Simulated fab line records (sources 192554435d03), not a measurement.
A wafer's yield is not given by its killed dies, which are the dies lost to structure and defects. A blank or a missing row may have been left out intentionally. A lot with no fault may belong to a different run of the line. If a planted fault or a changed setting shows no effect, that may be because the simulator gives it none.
Matching of chambers    flow n5_finfet    4 sister chambers for N5_BEOL_M11_STRIP_19 on rie_diel-01
The step strips in O2. 20 wafers are shown with their chamber, then 10 later ones without.

WAFERS PAIRED WITH THEIR CHAMBERS
wafer   chamber  drypump_motor_current_A (A)  showerhead_plenum_p_Torr (Torr)  throttle_valve_pct (%)
L075.1  1        6.0                          2.23                             16.26
L075.4  0        5.0                          2.23                             16.66
L075.5  2        5.6                          2.06                             16.41
L076.1  1        6.0                          2.23                             16.25
L076.2  0        5.1                          2.23                             16.69
L076.4  3        5.4                          2.13                             16.61
L077.2  0        5.1                          2.22                             16.67
L077.5  1        6.0                          2.23                             16.25
L077.6  0        5.1                          2.22                             16.66
L082.1  2        5.5                          2.06                             16.45
L082.4  0        5.0                          2.22                             16.70
L082.5  1        6.0                          2.22                             16.29
L086.1  2        5.5                          2.06                             16.44
L086.2  0        5.1                          2.22                             16.68
L086.3  3        5.4                          2.12                             16.64
L089.1  2        5.5                          2.05                             16.45
L089.2  1        6.0                          2.22                             16.32
L089.5  1        6.0                          2.22                             16.33
L092.2  0        5.1                          2.21                             16.73
L092.3  3        5.4                          2.11                             16.69

SIGNATURES, as means of the wafers listed above
reading                   chamber 0  chamber 1  chamber 2  chamber 3  scatter within a chamber
drypump_motor_current_A   5.071      6.000      5.525      5.400      0.0369
showerhead_plenum_p_Torr  2.2214     2.2250     2.0575     2.1200     0.00666
throttle_valve_pct        16.6843    16.2833    16.4375    16.6467    0.03
Rule: for a wafer and a chamber, the distance is found by dividing, reading by reading, the gap between the wafer's reading and the chamber's mean by the reading's scatter, squaring, summing and taking the root. If the next closest chamber is less than 2 further off than the closest, the wafer can't be placed; otherwise it belongs to the closest. The scatter is the square root of a quotient: the sum, over the shown wafers, of each reading's squared deviation from its chamber's mean, divided by wafers minus chambers.

WAFERS WITH NO CHAMBER GIVEN
wafer   drypump_motor_current_A (A)  showerhead_plenum_p_Torr (Torr)  throttle_valve_pct (%)
L092.5  5.0                          2.21                             16.76
L091.2  5.4                          2.11                             16.69
L091.4  6.0                          2.22                             16.34
L091.5  5.4                          2.11                             16.67
L095.3  5.5                          2.05                             16.47
L095.4  5.1                          2.21                             16.74
L095.5  5.4                          2.11                             16.66
L097.1  5.5                          2.05                             16.49
L097.2  5.4                          2.11                             16.68
L097.3  6.0                          2.21                             16.33

THE CHAMBER EACH PASSED THROUGH
wafer   from the rows above  in truth
L092.5  0                    0
L091.2  3                    3
L091.4  1                    1
L091.5  3                    3
L095.3  2                    2
L095.4  0                    0
L095.5  3                    3
L097.1  2                    2
L097.2  3                    3
L097.3  1                    1
Correctly placed: 10 of 10. From these rows, 0 cannot be placed. Wrongly placed: 0.
